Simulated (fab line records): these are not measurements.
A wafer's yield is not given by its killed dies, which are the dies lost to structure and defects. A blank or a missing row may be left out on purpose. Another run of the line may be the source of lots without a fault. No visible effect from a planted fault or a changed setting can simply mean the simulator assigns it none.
Which tool is to blame?	flow n5-finfet	22 lots, 66 wafers sampled, at 6 steps of a route of 1938

== WHAT THE GAUGES SHOWED, per wafer ==
No reading from a measuring or inspecting step in the record can be judged against a usual standard deviation.

== TOOL THAT RAN EACH LOT (tool first, then ch and the chambers of the sampled wafers, then the start) ==
lot	N5_BEOL_M3_ETCH_63	N5_BEOL_M3_STRIP_19	N5_BEOL_M3_ETCH_77	N5_BEOL_M3_SPUTTER_79	N5_BEOL_M3_ANNEAL_91	N5_BEOL_M3_DEP_57
L075	rie-diel-06 ch 0,3, day 7 11:20	rie-diel-06 ch 1,2,3, day 7 11:38	rie-diel-06 ch 1,2, day 7 12:19	pvd-sputter-01, day 7 15:41	pvd-sputter-01, day 7 16:38	pecvd-02 ch 1,2, day 7 18:13
L077	rie-diel-02 ch 0,1, day 7 15:58	rie-diel-05 ch 2,3, day 7 16:16	rie-diel-06 ch 2,3, day 7 16:56	pvd-sputter-02, day 7 19:44	pvd-sputter-02, day 7 20:41	pecvd-04 ch 0,1, day 7 22:16
L076	rie-diel-06 ch 0,1,3, day 8 02:08	rie-diel-06 ch 0,1,2, day 8 02:26	rie-diel-06 ch 1,3, day 8 02:59	pvd-sputter-01, day 8 05:01	pvd-sputter-01, day 8 05:59	pecvd-04 ch 0,1, day 8 08:16
L078	rie-diel-05 ch 1,2,3, day 8 03:29	rie-diel-06 ch 1,2,3, day 8 03:47	rie-diel-06 ch 0,1,2, day 8 04:20	pvd-sputter-03, day 8 06:38	pvd-sputter-03, day 8 07:36	pecvd-04 ch 0,1,2, day 8 09:43
L079	rie-diel-02 ch 0,2,3, day 8 04:55	rie-diel-06 ch 0,2, day 8 05:23	rie-diel-05 ch 1,2, day 8 05:59	pvd-sputter-01, day 8 07:35	pvd-sputter-01, day 8 08:32	pecvd-02 ch 0,1,2, day 8 11:04
L080	rie-diel-06 ch 0,1,3, day 8 07:14	rie-diel-05 ch 2,3, day 8 07:32	rie-diel-06 ch 1,2,3, day 8 08:05	pvd-sputter-03, day 8 09:54	pvd-sputter-03, day 8 10:52	pecvd-02 ch 0,2, day 8 12:25
L081	rie-diel-06 ch 0,1, day 9 19:18	rie-diel-06 ch 1,2,3, day 9 19:36	rie-diel-02 ch 0,1,3, day 9 20:16	pvd-sputter-01, day 9 23:40	pvd-sputter-01, day 10 00:38	pecvd-04 ch 1, day 10 02:12
L084	rie-diel-05 ch 0,3, day 9 19:28	rie-diel-06 ch 0,2,3, day 9 19:46	rie-diel-02 ch 0,3, day 9 20:28	pvd-sputter-02, day 10 00:32	pvd-sputter-02, day 10 01:29	pecvd-03 ch 1,2, day 10 03:13
L083	rie-diel-06 ch 1,3, day 9 23:12	rie-diel-05 ch 0,1, day 9 23:30	rie-diel-05 ch 0,1, day 10 00:03	pvd-sputter-02, day 10 03:53	pvd-sputter-02, day 10 04:50	pecvd-02 ch 0,1, day 10 06:25
L082	rie-diel-05 ch 1,3, day 9 23:14	rie-diel-06 ch 0,2,3, day 9 23:32	rie-diel-06 ch 1,2,3, day 10 00:14	pvd-sputter-03, day 10 04:59	pvd-sputter-03, day 10 05:57	pecvd-04 ch 0,1, day 10 07:38
L085	rie-diel-02 ch 0,3, day 10 02:23	rie-diel-05 ch 1,3, day 10 02:46	rie-diel-06 ch 1,2, day 10 03:27	pvd-sputter-01, day 10 06:29	pvd-sputter-01, day 10 07:26	pecvd-02 ch 1,2, day 10 09:01
L086	rie-diel-05 ch 0,1,2, day 10 08:47	rie-diel-06 ch 1,3, day 10 09:05	rie-diel-02 ch 1,3, day 10 09:59	pvd-sputter-03, day 10 11:38	pvd-sputter-03, day 10 12:36	pecvd-02 ch 0,1, day 10 14:11
L087	rie-diel-05 ch 0,1,3, day 10 14:04	rie-diel-05 ch 1,2,3, day 10 14:22	rie-diel-05 ch 1,2,3, day 10 15:01	pvd-sputter-01, day 10 18:28	pvd-sputter-01, day 10 19:25	pecvd-03 ch 0,2, day 10 20:59
L088	rie-diel-06 ch 0,2,3, day 10 14:49	rie-diel-05 ch 1,2, day 10 15:07	rie-diel-02 ch 2,3, day 10 15:41	pvd-sputter-01, day 10 22:29	pvd-sputter-01, day 10 23:27	pecvd-02 ch 0,2, day 11 01:01
L089	rie-diel-02 ch 0,2,3, day 10 20:58	rie-diel-06 ch 0,1,3, day 10 21:20	rie-diel-02 ch 1,2,3, day 10 21:53	pvd-sputter-02, day 11 08:13	pvd-sputter-02, day 11 09:10	pecvd-03 ch 0,1,2, day 11 11:01
L090	rie-diel-06 ch 0,1,2, day 11 12:50	rie-diel-05 ch 0,1,2, day 11 13:09	rie-diel-02 ch 0,2,3, day 11 13:47	pvd-sputter-02, day 11 16:41	pvd-sputter-02, day 11 17:38	pecvd-04 ch 0,1,2, day 11 19:13
L092	rie-diel-05 ch 1,2, day 11 19:04	rie-diel-06 ch 1,3, day 11 19:22	rie-diel-02 ch 0,2,3, day 11 20:02	pvd-sputter-03, day 12 04:17	pvd-sputter-03, day 12 05:14	pecvd-04 ch 1,2, day 12 06:49
L091	rie-diel-05 ch 0,1,3, day 11 22:46	rie-diel-05 ch 0,1,3, day 11 23:05	rie-diel-06 ch 1,2,3, day 11 23:45	pvd-sputter-03, day 12 07:24	pvd-sputter-03, day 12 08:22	pecvd-04 ch 0,2, day 12 10:00
L093	rie-diel-05 ch 0,1,2, day 12 01:37	rie-diel-05 ch 0,1, day 12 01:56	rie-diel-06 ch 0,3, day 12 02:36	pvd-sputter-01, day 12 07:34	pvd-sputter-01, day 12 08:31	pecvd-04 ch 0,1, day 12 10:11
L094	rie-diel-05 ch 1,2,3, day 12 07:11	rie-diel-02 ch 0,3, day 12 07:29	rie-diel-05 ch 0,1, day 12 08:10	pvd-sputter-02, day 12 10:34	pvd-sputter-02, day 12 11:31	pecvd-02 ch 0,1,2, day 12 13:10
L096	rie-diel-06 ch 1,2, day 12 17:26	rie-diel-06 ch 0,1, day 12 17:44	rie-diel-05 ch 1,2, day 12 18:24	pvd-sputter-02, day 12 23:17	pvd-sputter-02, day 13 00:15	pecvd-04 ch 1,2, day 13 01:49
L097	rie-diel-05 ch 0,2,3, day 12 22:02	rie-diel-02 ch 0,1,3, day 12 22:21	rie-diel-05 ch 0,1,3, day 12 23:01	pvd-sputter-03, day 13 03:19	pvd-sputter-03, day 13 04:17	pecvd-04 ch 0,1,2, day 13 05:50
- N5_BEOL_M3_ETCH_63: etches SiARC in CF4, target depth 15.6 nm, time 26 s.
- N5_BEOL_M3_STRIP_19: strips in O2.
- N5_BEOL_M3_ETCH_77: etches underlayer in N2/H2, target depth 6.5 nm, time 5.2 s.
- N5_BEOL_M3_SPUTTER_79: material Cu, target thk 4.5 nm, time 8.29 s.
- N5_BEOL_M3_ANNEAL_91: time 240 s.
- N5_BEOL_M3_DEP_57: deposits SiCN from 3MS/NH3, target thk 8 nm, time 14 s.

== AS READ BY THE TOOLS THEMSELVES (means over the sampled wafers that have a number; for cases with no such wafer, the mark the record gives instead) ==
N5_BEOL_M3_ETCH_63.
lot	tool	cf4-flow-sccm (sccm)	drypump-motor-current-A (A)	etch-rf-on-time-s (s)	oes-product-au (a.u.)	rf-vpp-V (V)	showerhead-plenum-p-Torr (Torr)	throttle-valve-pct (%)
L075	rie-diel-06	100.0	6.3	26.0	0.73	183.8	2.11	15.45
L077	rie-diel-02	100.0	5.4	26.2	0.69	184.7	2.24	15.68
L076	rie-diel-06	100.1	5.9	25.9	0.69	182.9	2.10	15.47
L078	rie-diel-05	100.3	5.6	25.8	0.62	184.1	2.13	15.89
L079	rie-diel-02	99.9	5.6	25.9	0.77	185.3	2.18	15.48
L080	rie-diel-06	100.1	5.9	26.0	0.69	183.6	2.10	15.49
L081	rie-diel-06	99.7	5.6	25.7	0.69	184.1	2.13	15.40
L084	rie-diel-05	100.1	5.7	25.7	0.82	184.5	2.22	15.34
L083	rie-diel-06	100.1	6.2	26.4	0.67	184.0	2.07	15.60
L082	rie-diel-05	100.2	5.8	25.9	0.69	185.0	2.24	15.68
L085	rie-diel-02	100.0	6.1	25.1	0.78	184.1	2.21	15.43
L086	rie-diel-05	100.1	5.6	25.6	0.68	183.0	2.14	15.65
L087	rie-diel-05	99.9	5.7	25.8	0.74	184.8	2.20	15.47
L088	rie-diel-06	99.9	6.3	25.8	0.69	184.2	2.13	15.56
L089	rie-diel-02	100.0	5.6	25.7	0.73	183.7	2.17	15.51
L090	rie-diel-06	99.9	5.9	26.1	0.66	184.3	2.12	15.58
L092	rie-diel-05	100.2	5.7	26.1	0.62	184.0	2.18	15.87
L091	rie-diel-05	100.0	5.7	25.8	0.73	184.8	2.20	15.50
L093	rie-diel-05	100.1	5.6	25.7	0.68	184.8	2.14	15.68
L094	rie-diel-05	100.3	5.6	25.9	0.67	184.8	2.20	15.76
L096	rie-diel-06	99.9	6.2	26.6	0.62	183.6	2.11	15.77
L097	rie-diel-05	100.0	5.6	25.9	0.72	184.0	2.17	15.56

N5_BEOL_M3_STRIP_19.
lot	tool	drypump-motor-current-A (A)	oes-product-au (a.u.)	rf-vpp-V (V)	showerhead-plenum-p-Torr (Torr)	temp-c (C)	throttle-valve-pct (%)
L075	rie-diel-06	6.2	0.79	3.7	2.05	39.92	16.67
L077	rie-diel-05	5.6	0.69	3.6	2.02	40.11	16.96
L076	rie-diel-06	5.9	0.79	3.3	2.07	40.04	16.54
L078	rie-diel-06	6.2	0.79	4.1	2.04	39.92	16.68
L079	rie-diel-06	6.0	0.83	3.7	2.11	39.99	16.43
L080	rie-diel-05	5.6	0.69	3.5	2.01	40.00	16.98
L081	rie-diel-06	6.2	0.77	3.5	2.04	40.02	16.70
L084	rie-diel-06	6.2	0.81	3.4	2.08	40.04	16.61
L083	rie-diel-05	5.8	0.81	3.5	2.13	40.01	16.67
L082	rie-diel-06	6.3	0.81	3.3	2.08	40.05	16.59
L085	rie-diel-05	5.8	0.87	3.7	2.22	39.94	16.63
L086	rie-diel-06	5.9	0.75	3.6	2.01	39.96	16.65
L087	rie-diel-05	5.7	0.79	3.6	2.16	40.04	16.81
L088	rie-diel-05	5.7	0.73	3.5	2.14	40.00	16.93
L089	rie-diel-06	5.9	0.79	3.2	2.05	39.89	16.55
L090	rie-diel-05	5.6	0.79	3.7	2.10	40.09	16.74
L092	rie-diel-06	5.9	0.75	4.2	2.00	40.23	16.68
L091	rie-diel-05	5.7	0.85	3.6	2.16	39.97	16.57
L093	rie-diel-05	5.8	0.79	3.6	2.13	40.02	16.68
L094	rie-diel-02	5.6	0.88	3.4	2.19	40.04	16.68
L096	rie-diel-06	5.6	0.79	3.6	2.07	39.88	16.45
L097	rie-diel-02	5.8	0.82	3.6	2.18	39.91	16.70

N5_BEOL_M3_ETCH_77.
lot	tool	drypump-motor-current-A (A)	etch-rf-on-time-s (s)	oes-product-au (a.u.)	rf-vpp-V (V)	showerhead-plenum-p-Torr (Torr)	throttle-valve-pct (%)
L075	rie-diel-06	5.8	5.31	0.64	521.9	2.47	17.88
L077	rie-diel-06	6.5	5.20	0.70	523.2	2.50	17.81
L076	rie-diel-06	6.2	5.24	0.68	521.9	2.46	17.84
L078	rie-diel-06	5.9	5.24	0.68	523.5	2.52	17.78
L079	rie-diel-05	5.7	5.13	0.64	526.5	2.61	18.19
L080	rie-diel-06	6.2	5.18	0.67	521.7	2.48	17.84
L081	rie-diel-02	5.8	5.11	0.73	527.5	2.65	17.86
L084	rie-diel-02	6.1	5.09	0.77	526.0	2.63	17.65
L083	rie-diel-05	5.8	5.24	0.68	525.0	2.59	17.95
L082	rie-diel-06	6.2	5.30	0.65	521.6	2.47	17.88
L085	rie-diel-06	6.2	5.23	0.64	522.2	2.49	17.88
L086	rie-diel-02	6.2	5.20	0.72	525.9	2.61	17.68
L087	rie-diel-05	5.6	5.15	0.68	526.3	2.62	18.10
L088	rie-diel-02	6.1	5.11	0.74	522.8	2.55	17.55
L089	rie-diel-02	5.8	5.21	0.69	525.1	2.57	17.76
L090	rie-diel-02	5.6	5.10	0.73	524.2	2.58	17.75
L092	rie-diel-02	5.6	5.14	0.72	524.4	2.58	17.74
L091	rie-diel-06	6.2	5.21	0.65	521.4	2.47	17.90
L093	rie-diel-06	6.3	5.21	0.69	522.4	2.50	17.79
L094	rie-diel-05	5.8	5.19	0.67	524.6	2.58	17.97
L096	rie-diel-05	5.7	5.19	0.62	525.3	2.59	18.23
L097	rie-diel-05	5.7	5.18	0.71	524.5	2.61	17.85

N5_BEOL_M3_SPUTTER_79.
lot	tool	susceptor-temp-C (C)	throttle-valve-pct (%)
L075	pvd-sputter-01	-20.05	30.2
L077	pvd-sputter-02	-20.02	29.2
L076	pvd-sputter-01	-20.01	30.7
L078	pvd-sputter-03	-20.06	29.2
L079	pvd-sputter-01	-20.00	29.1
L080	pvd-sputter-03	-20.12	30.8
L081	pvd-sputter-01	-19.93	29.5
L084	pvd-sputter-02	-19.99	29.5
L083	pvd-sputter-02	-20.02	29.3
L082	pvd-sputter-03	-20.13	29.7
L085	pvd-sputter-01	-19.94	29.4
L086	pvd-sputter-03	-20.00	30.4
L087	pvd-sputter-01	-20.00	30.0
L088	pvd-sputter-01	-20.11	30.1
L089	pvd-sputter-02	-19.97	29.3
L090	pvd-sputter-02	-19.99	29.9
L092	pvd-sputter-03	-19.98	29.4
L091	pvd-sputter-03	-20.06	29.6
L093	pvd-sputter-01	-19.89	30.6
L094	pvd-sputter-02	-19.96	30.2
L096	pvd-sputter-02	-20.01	29.3
L097	pvd-sputter-03	-19.92	28.9

N5_BEOL_M3_ANNEAL_91.
lot	tool	heater-power-w (W)	susceptor-temp-C (C)
L075	pvd-sputter-01	788	400.20
L077	pvd-sputter-02	852	400.16
L076	pvd-sputter-01	746	399.79
L078	pvd-sputter-03	795	399.95
L079	pvd-sputter-01	756	399.92
L080	pvd-sputter-03	814	399.92
L081	pvd-sputter-01	812	399.84
L084	pvd-sputter-02	856	399.84
L083	pvd-sputter-02	829	399.92
L082	pvd-sputter-03	801	400.01
L085	pvd-sputter-01	803	399.93
L086	pvd-sputter-03	841	400.03
L087	pvd-sputter-01	823	400.08
L088	pvd-sputter-01	820	399.79
L089	pvd-sputter-02	857	400.01
L090	pvd-sputter-02	839	400.27
L092	pvd-sputter-03	843	399.94
L091	pvd-sputter-03	743	399.89
L093	pvd-sputter-01	794	399.88
L094	pvd-sputter-02	857	400.01
L096	pvd-sputter-02	840	400.27
L097	pvd-sputter-03	790	400.10

N5_BEOL_M3_DEP_57.
lot	tool	showerhead-plenum-p-Torr (Torr)	throttle-valve-pct (%)
L075	pecvd-02	3.679	8.9
L077	pecvd-04	3.655	9.2
L076	pecvd-04	3.658	9.3
L078	pecvd-04	3.664	9.3
L079	pecvd-02	3.659	9.1
L080	pecvd-02	3.654	8.7
L081	pecvd-04	3.659	9.6
L084	pecvd-03	3.658	8.8
L083	pecvd-02	3.647	9.5
L082	pecvd-04	3.660	9.1
L085	pecvd-02	3.673	8.9
L086	pecvd-02	3.651	9.4
L087	pecvd-03	3.655	8.7
L088	pecvd-02	3.664	8.6
L089	pecvd-03	3.653	8.9
L090	pecvd-04	3.665	8.8
L092	pecvd-04	3.663	8.8
L091	pecvd-04	3.662	8.9
L093	pecvd-04	3.659	9.2
L094	pecvd-02	3.663	9.1
L096	pecvd-04	3.663	9.3
L097	pecvd-04	3.666	9.0

== THE ANSWER, worked out from the rows above alone ==
Rule: the lots themselves supply what counts as usual. Put in order of their means at a reading, lots are off if they are a third of the lots or fewer, leave a main group of 4 or more, and stand apart from it by a gap of 3 or more times the standard deviation of the main group's means; of several such gaps the widest counts. A main group is skipped when, at the precision printed for the reading in the tables above, its means are all equal. Also off: a lot with no number at a reading for which 4 or more lots have one. The other lots that the step has rows for count as sound. After the gauges, taken in route order, come the tools' own readings; for these a lot's mean is taken, as printed above. At the first step where some lot is off, the reading lying furthest off is the one used; lots without a number count as furthest.
Across all readings shown, no lot is off: no conclusion can be drawn from this.

== WHAT HAD BEEN PUT IN BY THE SIMULATOR ==
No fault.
